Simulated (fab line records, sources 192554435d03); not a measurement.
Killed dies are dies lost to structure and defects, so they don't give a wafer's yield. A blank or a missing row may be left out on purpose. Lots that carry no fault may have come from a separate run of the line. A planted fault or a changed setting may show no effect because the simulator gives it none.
Which of the tools did it? / flow n5-finfet / Sampling: 9 lots, 26 wafers, 5 of 1938 route steps

== WHAT THE GAUGES READ, wafer by wafer ==
N5_BEOL_M4_RC_MEAS_101. Usual: DIBL_N 36.7 mV/V, standard deviation 1.8; DIBL_P 37.0 mV/V, standard deviation 2.4; IOFF_N 0.17 nA/um, standard deviation 0.036; IOFF_P 0.22 nA/um, standard deviation 0.042; ION_N 673 uA/um, standard deviation 12; ION_P 462 uA/um, standard deviation 8.5; SS_N 71.7 mV/dec, standard deviation 0.62; SS_P 73.4 mV/dec, standard deviation 0.65; VT_N 250 mV, standard deviation 3.7; VT_P -250 mV, standard deviation 3.7.
lot=L277; measured=day 9 22:57; on=prober-02; DIBL_N (mV/V)=34.1 36.1 33.6; DIBL_P (mV/V)=34.9 36.7 34.7; IOFF_N (nA/um)=0.11 0.13 0.11; IOFF_P (nA/um)=0.15 0.18 0.15; ION_N (uA/um)=642 654 647; ION_P (uA/um)=447 443 446; SS_N (mV/dec)=71.1 71.3 70.5; SS_P (mV/dec)=73.3 72.7 72.5; VT_N (mV)=257 257 256; VT_P (mV)=-253 -252 -255; flag=
lot=L280; measured=day 10 08:27; on=prober-02; DIBL_N (mV/V)=36.2 33.3 37.4; DIBL_P (mV/V)=37.7 33.2 38.6; IOFF_N (nA/um)=0.16 0.12 0.18; IOFF_P (nA/um)=0.22 0.17 0.25; ION_N (uA/um)=675 663 677; ION_P (uA/um)=471 460 468; SS_N (mV/dec)=71.6 71.1 72.3; SS_P (mV/dec)=73.5 72.6 73.3; VT_N (mV)=249 254 248; VT_P (mV)=-246 -251 -248; flag=
lot=L281; measured=day 10 17:46; on=prober-02; DIBL_N (mV/V)=41.1 38.2 37.5; DIBL_P (mV/V)=41.2 38.3 37.9; IOFF_N (nA/um)=0.24 0.18 0.17; IOFF_P (nA/um)=0.27 0.20 0.21; ION_N (uA/um)=692 672 670; ION_P (uA/um)=467 456 451; SS_N (mV/dec)=72.5 72.0 71.7; SS_P (mV/dec)=73.7 73.1 73.3; VT_N (mV)=244 248 247; VT_P (mV)=-251 -255 -251; flag=
lot=L285; measured=day 11 22:43; on=prober-01; DIBL_N (mV/V)=36.3 38.1; DIBL_P (mV/V)=38.6 40.0; IOFF_N (nA/um)=0.17 0.20; IOFF_P (nA/um)=0.25 0.28; ION_N (uA/um)=680 668; ION_P (uA/um)=468 464; SS_N (mV/dec)=71.7 72.6; SS_P (mV/dec)=74.3 74.5; VT_N (mV)=246 248; VT_P (mV)=-247 -248; flag=
lot=L286; measured=day 12 07:16; on=prober-01; DIBL_N (mV/V)=34.9 35.1 34.5; DIBL_P (mV/V)=37.2 36.2 36.0; IOFF_N (nA/um)=0.14 0.13 0.13; IOFF_P (nA/um)=0.22 0.19 0.19; ION_N (uA/um)=669 664 674; ION_P (uA/um)=465 460 463; SS_N (mV/dec)=70.8 71.2 71.3; SS_P (mV/dec)=73.9 74.0 73.4; VT_N (mV)=252 255 250; VT_P (mV)=-251 -253 -253; flag=
lot=L287; measured=day 12 16:13; on=prober-01; DIBL_N (mV/V)=36.7 35.1 37.1; DIBL_P (mV/V)=38.6 35.9 38.7; IOFF_N (nA/um)=0.16 0.14 0.19; IOFF_P (nA/um)=0.23 0.18 0.23; ION_N (uA/um)=667 662 691; ION_P (uA/um)=458 453 466; SS_N (mV/dec)=71.5 72.0 71.7; SS_P (mV/dec)=74.3 74.2 74.5; VT_N (mV)=250 252 245; VT_P (mV)=-251 -257 -253; flag=
lot=L294; measured=day 13 14:30; on=prober-02; DIBL_N (mV/V)=38.1 39.6 37.0; DIBL_P (mV/V)=36.4 38.4 35.7; IOFF_N (nA/um)=0.17 0.20 0.15; IOFF_P (nA/um)=0.25 0.29 0.23; ION_N (uA/um)=687 671 683; ION_P (uA/um)=471 462 470; SS_N (mV/dec)=71.4 72.5 70.7; SS_P (mV/dec)=73.9 73.2 73.3; VT_N (mV)=247 250 249; VT_P (mV)=-248 -247 -248; flag=
lot=L296; measured=day 15 19:44; on=prober-01; DIBL_N (mV/V)=36.6 36.8 35.9; DIBL_P (mV/V)=36.4 35.9 35.0; IOFF_N (nA/um)=0.15 0.16 0.14; IOFF_P (nA/um)=0.19 0.20 0.18; ION_N (uA/um)=669 682 670; ION_P (uA/um)=454 464 455; SS_N (mV/dec)=71.8 71.9 71.6; SS_P (mV/dec)=72.8 73.6 73.4; VT_N (mV)=251 248 251; VT_P (mV)=-252 -253 -254; flag=
lot=L295; measured=day 14 18:44; on=prober-02; DIBL_N (mV/V)=37.6 36.9 36.6; DIBL_P (mV/V)=38.4 37.5 37.7; IOFF_N (nA/um)=0.18 0.16 0.16; IOFF_P (nA/um)=0.24 0.22 0.23; ION_N (uA/um)=684 671 676; ION_P (uA/um)=467 460 469; SS_N (mV/dec)=72.0 71.8 71.8; SS_P (mV/dec)=72.7 73.1 73.9; VT_N (mV)=248 249 249; VT_P (mV)=-250 -254 -251; flag=

== WHICH TOOL RAN EACH LOT (tool, then ch and the chambers of the sampled wafers, then the start) ==
lot=L277; N5_BEOL_M3_HM_DEP_02=pvd-sputter-03, day 8 00:26; N5_BEOL_M3_ETCH_69=rie-diel-05 ch 0,3, day 8 01:53; N5_BEOL_M3_TRENCH_ETCH_37=rie-diel-03 ch 0,1,2, day 9 22:57 or earlier; N5_BEOL_M3_STRIP_97=rie-diel-03 ch 0,1,2, day 9 22:57 or earlier
lot=L280; N5_BEOL_M3_HM_DEP_02=pvd-sputter-01, day 9 00:35; N5_BEOL_M3_ETCH_69=rie-diel-05 ch 1,2,3, day 9 02:41; N5_BEOL_M3_TRENCH_ETCH_37=rie-diel-03 ch 2,3, day 10 08:27 or earlier; N5_BEOL_M3_STRIP_97=rie-diel-03 ch 2,3, day 10 08:27 or earlier
lot=L281; N5_BEOL_M3_HM_DEP_02=pvd-sputter-02, day 9 09:14; N5_BEOL_M3_ETCH_69=rie-diel-05 ch 0,2, day 9 10:56; N5_BEOL_M3_TRENCH_ETCH_37=rie-diel-05 ch 0,1,3, day 10 17:46 or earlier; N5_BEOL_M3_STRIP_97=rie-diel-05 ch 0,1,3, day 10 17:46 or earlier
lot=L285; N5_BEOL_M3_HM_DEP_02=pvd-sputter-03, day 10 16:32; N5_BEOL_M3_ETCH_69=rie-diel-05 ch 2, day 10 18:06; N5_BEOL_M3_TRENCH_ETCH_37=rie-diel-06 ch 2,3, day 11 22:43 or earlier; N5_BEOL_M3_STRIP_97=rie-diel-06 ch 2,3, day 11 22:43 or earlier
lot=L286; N5_BEOL_M3_HM_DEP_02=pvd-sputter-03, day 11 07:15; N5_BEOL_M3_ETCH_69=rie-diel-05 ch 1,2, day 11 08:53; N5_BEOL_M3_TRENCH_ETCH_37=rie-diel-05 ch 0,3, day 12 07:16 or earlier; N5_BEOL_M3_STRIP_97=rie-diel-05 ch 0,3, day 12 07:16 or earlier
lot=L287; N5_BEOL_M3_HM_DEP_02=pvd-sputter-02, day 11 08:03; N5_BEOL_M3_ETCH_69=rie-diel-05 ch 0,3, day 11 09:38; N5_BEOL_M3_TRENCH_ETCH_37=rie-diel-06 ch 1,2,3, day 12 16:13 or earlier; N5_BEOL_M3_STRIP_97=rie-diel-06 ch 1,2,3, day 12 16:13 or earlier
lot=L294; N5_BEOL_M3_HM_DEP_02=pvd-sputter-03, day 12 13:02; N5_BEOL_M3_ETCH_69=rie-diel-06 ch 0,1,2, day 12 14:37; N5_BEOL_M3_TRENCH_ETCH_37=rie-diel-05 ch 1,2,3, day 13 14:30 or earlier; N5_BEOL_M3_STRIP_97=rie-diel-05 ch 1,2,3, day 13 14:30 or earlier
lot=L296; N5_BEOL_M3_HM_DEP_02=pvd-sputter-02, day 13 03:04; N5_BEOL_M3_ETCH_69=rie-diel-03 ch 1,2,3, day 13 04:46; N5_BEOL_M3_TRENCH_ETCH_37=rie-diel-06 ch 0,1,2, day 15 19:44 or earlier; N5_BEOL_M3_STRIP_97=rie-diel-06 ch 0,1,2, day 15 19:44 or earlier
lot=L295; N5_BEOL_M3_HM_DEP_02=pvd-sputter-01, day 13 03:37; N5_BEOL_M3_ETCH_69=rie-diel-03 ch 0,2, day 13 05:25; N5_BEOL_M3_TRENCH_ETCH_37=rie-diel-05 ch 1,2, day 14 18:44 or earlier; N5_BEOL_M3_STRIP_97=rie-diel-05 ch 1,2, day 14 18:44 or earlier
- N5_BEOL_M3_HM_DEP_02: deposits TiN, target thk 20 nm.
- N5_BEOL_M3_ETCH_69: etches SiARC in CF4, target depth 15.6 nm, time 26 s.
- N5_BEOL_M3_TRENCH_ETCH_37: etches SiOC in C4F6/O2, target depth 55.555 nm, time 29.2 s.
- N5_BEOL_M3_STRIP_97: strips in N2/H2, time 10 s.

== AS READ BY THE TOOLS THEMSELVES (means over the sampled wafers that have a number; for cases with no such wafer, the mark the record gives instead) ==
N5_BEOL_M3_HM_DEP_02. Usual: throttle-valve-pct reads 30.1 % (standard deviation 1.1).
lot=L277; tool=pvd-sputter-03; throttle-valve-pct (%)=31.0; flag=
lot=L280; tool=pvd-sputter-01; throttle-valve-pct (%)=31.3; flag=
lot=L281; tool=pvd-sputter-02; throttle-valve-pct (%)=29.7; flag=
lot=L285; tool=pvd-sputter-03; throttle-valve-pct (%)=30.8; flag=
lot=L286; tool=pvd-sputter-03; throttle-valve-pct (%)=29.6; flag=
lot=L287; tool=pvd-sputter-02; throttle-valve-pct (%)=29.2; flag=
lot=L294; tool=pvd-sputter-03; throttle-valve-pct (%)=31.0; flag=
lot=L296; tool=pvd-sputter-02; throttle-valve-pct (%)=29.0; flag=
lot=L295; tool=pvd-sputter-01; throttle-valve-pct (%)=30.1; flag=

N5_BEOL_M3_ETCH_69. Usual: cf4-flow-sccm 99.99 sccm, standard deviation 0.29; drypump-motor-current-A 5.7 A, standard deviation 0.5; etch-rf-on-time-s 26.0 s, standard deviation 0.58; oes-product-au 0.68 a.u., standard deviation 0.055; rf-fwd-power-W 532.0 W, standard deviation 1.9; rf-vpp-V 184.0 V, standard deviation 1.1; showerhead-plenum-p-Torr 2.14 Torr, standard deviation 0.065; throttle-valve-pct 15.54 %, standard deviation 0.15.
lot=L277; tool=rie-diel-05; cf4-flow-sccm (sccm)=99.84; drypump-motor-current-A (A)=5.9; etch-rf-on-time-s (s)=26.4; oes-product-au (a.u.)=0.64; rf-fwd-power-W (W)=531.9; rf-vpp-V (V)=183.7; showerhead-plenum-p-Torr (Torr)=2.13; throttle-valve-pct (%)=15.59; flag=
lot=L280; tool=rie-diel-05; cf4-flow-sccm (sccm)=99.62; drypump-motor-current-A (A)=5.8; etch-rf-on-time-s (s)=26.0; oes-product-au (a.u.)=0.73; rf-fwd-power-W (W)=533.5; rf-vpp-V (V)=184.8; showerhead-plenum-p-Torr (Torr)=2.14; throttle-valve-pct (%)=15.43; flag=
lot=L281; tool=rie-diel-05; cf4-flow-sccm (sccm)=100.24; drypump-motor-current-A (A)=5.1; etch-rf-on-time-s (s)=26.2; oes-product-au (a.u.)=0.69; rf-fwd-power-W (W)=531.4; rf-vpp-V (V)=184.2; showerhead-plenum-p-Torr (Torr)=2.17; throttle-valve-pct (%)=15.60; flag=
lot=L285; tool=rie-diel-05; cf4-flow-sccm (sccm)=99.86; drypump-motor-current-A (A)=4.8; etch-rf-on-time-s (s)=28.4; oes-product-au (a.u.)=0.69; rf-fwd-power-W (W)=533.2; rf-vpp-V (V)=184.9; showerhead-plenum-p-Torr (Torr)=2.18; throttle-valve-pct (%)=15.50; flag=OFF
lot=L286; tool=rie-diel-05; cf4-flow-sccm (sccm)=99.67; drypump-motor-current-A (A)=5.4; etch-rf-on-time-s (s)=27.8; oes-product-au (a.u.)=0.70; rf-fwd-power-W (W)=531.2; rf-vpp-V (V)=184.0; showerhead-plenum-p-Torr (Torr)=2.15; throttle-valve-pct (%)=15.47; flag=OFF
lot=L287; tool=rie-diel-05; cf4-flow-sccm (sccm)=99.91; drypump-motor-current-A (A)=5.8; etch-rf-on-time-s (s)=30.3; oes-product-au (a.u.)=0.57; rf-fwd-power-W (W)=534.6; rf-vpp-V (V)=184.8; showerhead-plenum-p-Torr (Torr)=2.12; throttle-valve-pct (%)=15.72; flag=OFF
lot=L294; tool=rie-diel-06; cf4-flow-sccm (sccm)=99.93; drypump-motor-current-A (A)=5.8; etch-rf-on-time-s (s)=25.7; oes-product-au (a.u.)=0.64; rf-fwd-power-W (W)=531.2; rf-vpp-V (V)=183.8; showerhead-plenum-p-Torr (Torr)=2.12; throttle-valve-pct (%)=15.72; flag=
lot=L296; tool=rie-diel-03; cf4-flow-sccm (sccm)=100.07; drypump-motor-current-A (A)=5.5; etch-rf-on-time-s (s)=26.1; oes-product-au (a.u.)=0.67; rf-fwd-power-W (W)=534.2; rf-vpp-V (V)=182.4; showerhead-plenum-p-Torr (Torr)=2.13; throttle-valve-pct (%)=15.50; flag=
lot=L295; tool=rie-diel-03; cf4-flow-sccm (sccm)=100.13; drypump-motor-current-A (A)=5.9; etch-rf-on-time-s (s)=25.7; oes-product-au (a.u.)=0.62; rf-fwd-power-W (W)=533.6; rf-vpp-V (V)=183.5; showerhead-plenum-p-Torr (Torr)=2.07; throttle-valve-pct (%)=15.46; flag=

N5_BEOL_M3_TRENCH_ETCH_37. Usual: drypump-motor-current-A 5.7 A, standard deviation 0.48; oes_o_777_au 0.79 a.u., standard deviation 0.058; oes-product-au 0.78 a.u., standard deviation 0.063; rf-fwd-power-W 349.8 W, standard deviation 1.7; rf-vpp-V 664 V, standard deviation 13; showerhead-plenum-p-Torr 2.83 Torr, standard deviation 0.093; throttle-valve-pct 20.79 %, standard deviation 0.16.
lot=L277; tool=rie-diel-03; drypump-motor-current-A (A)=5.7; oes_o_777_au (a.u.)=0.80; oes-product-au (a.u.)=0.80; rf-fwd-power-W (W)=350.3; rf-vpp-V (V)=663; showerhead-plenum-p-Torr (Torr)=2.78; throttle-valve-pct (%)=20.61; flag=
lot=L280; tool=rie-diel-03; drypump-motor-current-A (A)=5.8; oes_o_777_au (a.u.)=0.76; oes-product-au (a.u.)=0.76; rf-fwd-power-W (W)=352.0; rf-vpp-V (V)=664; showerhead-plenum-p-Torr (Torr)=2.82; throttle-valve-pct (%)=20.66; flag=
lot=L281; tool=rie-diel-05; drypump-motor-current-A (A)=6.1; oes_o_777_au (a.u.)=0.80; oes-product-au (a.u.)=0.79; rf-fwd-power-W (W)=350.6; rf-vpp-V (V)=668; showerhead-plenum-p-Torr (Torr)=2.82; throttle-valve-pct (%)=20.79; flag=
lot=L285; tool=rie-diel-06; drypump-motor-current-A (A)=5.8; oes_o_777_au (a.u.)=0.74; oes-product-au (a.u.)=0.76; rf-fwd-power-W (W)=349.9; rf-vpp-V (V)=666; showerhead-plenum-p-Torr (Torr)=2.92; throttle-valve-pct (%)=21.05; flag=
lot=L286; tool=rie-diel-05; drypump-motor-current-A (A)=5.8; oes_o_777_au (a.u.)=0.73; oes-product-au (a.u.)=0.70; rf-fwd-power-W (W)=350.4; rf-vpp-V (V)=658; showerhead-plenum-p-Torr (Torr)=2.81; throttle-valve-pct (%)=20.90; flag=
lot=L287; tool=rie-diel-06; drypump-motor-current-A (A)=5.8; oes_o_777_au (a.u.)=0.76; oes-product-au (a.u.)=0.76; rf-fwd-power-W (W)=348.2; rf-vpp-V (V)=666; showerhead-plenum-p-Torr (Torr)=2.81; throttle-valve-pct (%)=20.99; flag=
lot=L294; tool=rie-diel-05; drypump-motor-current-A (A)=5.8; oes_o_777_au (a.u.)=0.80; oes-product-au (a.u.)=0.81; rf-fwd-power-W (W)=348.4; rf-vpp-V (V)=671; showerhead-plenum-p-Torr (Torr)=2.84; throttle-valve-pct (%)=20.80; flag=
lot=L296; tool=rie-diel-06; drypump-motor-current-A (A)=5.8; oes_o_777_au (a.u.)=0.76; oes-product-au (a.u.)=0.74; rf-fwd-power-W (W)=350.1; rf-vpp-V (V)=663; showerhead-plenum-p-Torr (Torr)=2.80; throttle-valve-pct (%)=20.90; flag=
lot=L295; tool=rie-diel-05; drypump-motor-current-A (A)=5.9; oes_o_777_au (a.u.)=0.84; oes-product-au (a.u.)=0.84; rf-fwd-power-W (W)=347.1; rf-vpp-V (V)=672; showerhead-plenum-p-Torr (Torr)=2.83; throttle-valve-pct (%)=20.78; flag=

N5_BEOL_M3_STRIP_97. Usual: drypump-motor-current-A 5.7 A, standard deviation 0.48; oes-product-au 0.78 a.u., standard deviation 0.063; rf-vpp-V 59.0 V, standard deviation 0.88; showerhead-plenum-p-Torr 2.52 Torr, standard deviation 0.083; throttle-valve-pct 23.6 %, standard deviation 0.3.
lot=L277; tool=rie-diel-03; drypump-motor-current-A (A)=5.7; oes-product-au (a.u.)=0.80; rf-vpp-V (V)=59.0; showerhead-plenum-p-Torr (Torr)=2.48; throttle-valve-pct (%)=23.2; flag=
lot=L280; tool=rie-diel-03; drypump-motor-current-A (A)=5.8; oes-product-au (a.u.)=0.76; rf-vpp-V (V)=58.2; showerhead-plenum-p-Torr (Torr)=2.51; throttle-valve-pct (%)=23.4; flag=
lot=L281; tool=rie-diel-05; drypump-motor-current-A (A)=6.1; oes-product-au (a.u.)=0.79; rf-vpp-V (V)=59.8; showerhead-plenum-p-Torr (Torr)=2.51; throttle-valve-pct (%)=23.7; flag=
lot=L285; tool=rie-diel-06; drypump-motor-current-A (A)=5.9; oes-product-au (a.u.)=0.74; rf-vpp-V (V)=59.1; showerhead-plenum-p-Torr (Torr)=2.59; throttle-valve-pct (%)=23.8; flag=
lot=L286; tool=rie-diel-05; drypump-motor-current-A (A)=5.8; oes-product-au (a.u.)=0.71; rf-vpp-V (V)=58.5; showerhead-plenum-p-Torr (Torr)=2.51; throttle-valve-pct (%)=23.7; flag=
lot=L287; tool=rie-diel-06; drypump-motor-current-A (A)=5.8; oes-product-au (a.u.)=0.76; rf-vpp-V (V)=58.9; showerhead-plenum-p-Torr (Torr)=2.51; throttle-valve-pct (%)=23.9; flag=
lot=L294; tool=rie-diel-05; drypump-motor-current-A (A)=5.8; oes-product-au (a.u.)=0.80; rf-vpp-V (V)=58.7; showerhead-plenum-p-Torr (Torr)=2.53; throttle-valve-pct (%)=23.5; flag=
lot=L296; tool=rie-diel-06; drypump-motor-current-A (A)=5.8; oes-product-au (a.u.)=0.73; rf-vpp-V (V)=59.4; showerhead-plenum-p-Torr (Torr)=2.51; throttle-valve-pct (%)=23.8; flag=
lot=L295; tool=rie-diel-05; drypump-motor-current-A (A)=6.0; oes-product-au (a.u.)=0.84; rf-vpp-V (V)=58.9; showerhead-plenum-p-Torr (Torr)=2.50; throttle-valve-pct (%)=23.4; flag=

== THE ANSWER, worked out from the rows above alone ==
Rule: a lot counts as off when the mean over its wafers that have a number is more than 3 standard deviations away from the usual mean. A lot without any number at a reading at which 4 lots or more have one is off too. Any other lot the step has rows for is counted as sound. Order of review: gauges by route order, followed by the tools' own readings, for which a lot's mean as printed above is used. At the first step where some lot is off, the reading lying furthest off is the one used; lots without a number count as furthest.
Off: L285, L286, L287 (N5_BEOL_M3_ETCH_69, etch-rf-on-time-s).
If a tool, at that step or one of the process steps before it, ran each lot that is off and ran no sound lot following the first of them, it fits. One candidate fits, namely rie-diel-05 at N5_BEOL_M3_ETCH_69. A fault onset in the window from L281 (day 9 10:56, its last sound lot) to L285 (day 10 18:06, its first lot off) fits.
The tool's own readings at N5_BEOL_M3_ETCH_69 bear it out: on the lots that are off they differ by more than 5 times the standard deviation of the sound lots' means. etch-rf-on-time-s reads 28.8 s there against 26.0 s on the sound lots.

== WHAT THE SIMULATOR HAD PUT IN ==
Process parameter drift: rie-diel-05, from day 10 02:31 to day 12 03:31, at N5_BEOL_M3_ETCH_69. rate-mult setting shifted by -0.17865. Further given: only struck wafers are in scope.
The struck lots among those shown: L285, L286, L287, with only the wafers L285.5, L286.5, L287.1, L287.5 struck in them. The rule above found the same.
